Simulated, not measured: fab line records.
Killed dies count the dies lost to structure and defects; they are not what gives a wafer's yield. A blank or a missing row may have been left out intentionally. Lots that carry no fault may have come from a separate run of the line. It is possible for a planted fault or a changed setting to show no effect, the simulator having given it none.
Chamber matching || flow n5_finfet || N5_BEOL_M10_STRIP_19 on rie_diel-01 has 4 sister chambers
The step strips in O2. 4 wafers are shown with their chamber, then 7 later ones without.

WAFERS, EACH WITH ITS CHAMBER
{"wafer": "L814.5", "chamber": 2, "throttle_valve_pct (%)": 16.45}
{"wafer": "L816.6", "chamber": 0, "throttle_valve_pct (%)": 16.48}
{"wafer": "L817.2", "chamber": 3, "throttle_valve_pct (%)": 16.74}
{"wafer": "L817.4", "chamber": 1, "throttle_valve_pct (%)": 16.49}

WAFERS WHOSE CHAMBER IS MISSING
{"wafer": "L817.6", "throttle_valve_pct (%)": 16.48}
{"wafer": "L815.1", "throttle_valve_pct (%)": 16.48}
{"wafer": "L815.4", "throttle_valve_pct (%)": 16.76}
{"wafer": "L815.5", "throttle_valve_pct (%)": 16.73}
{"wafer": "L820.1", "throttle_valve_pct (%)": 16.77}
{"wafer": "L820.2", "throttle_valve_pct (%)": 16.50}
{"wafer": "L820.6", "throttle_valve_pct (%)": 16.49}

WHICH CHAMBER EACH WENT THROUGH
{"wafer": "L817.6", "from the rows above": "can't be placed: 0 or 1", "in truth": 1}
{"wafer": "L815.1", "from the rows above": "can't be placed: 0 or 1", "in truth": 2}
{"wafer": "L815.4", "from the rows above": 3, "in truth": 3}
{"wafer": "L815.5", "from the rows above": 3, "in truth": 3}
{"wafer": "L820.1", "from the rows above": 3, "in truth": 3}
{"wafer": "L820.2", "from the rows above": "can't be placed: 1 or 0", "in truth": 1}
{"wafer": "L820.6", "from the rows above": "can't be placed: 1 or 0", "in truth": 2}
3 of 7 placed correctly. From these rows, 4 cannot be placed; in 2 the true chamber is one of the candidates. 0 placed wrongly.
How it was worked out, from the rows above alone: a wafer's distance from a chamber is the root of the sum, over the readings, of the square of ((its reading less the chamber's mean) divided by the reading's scatter). If the next closest chamber is less than 2 further off than the closest, the wafer can't be placed; otherwise it belongs to the closest. A chamber's mean is the mean of its shown wafers. The scatter: with one shown wafer a chamber, the root of the mean of the squares of how far each hidden wafer lies from its nearest shown one.
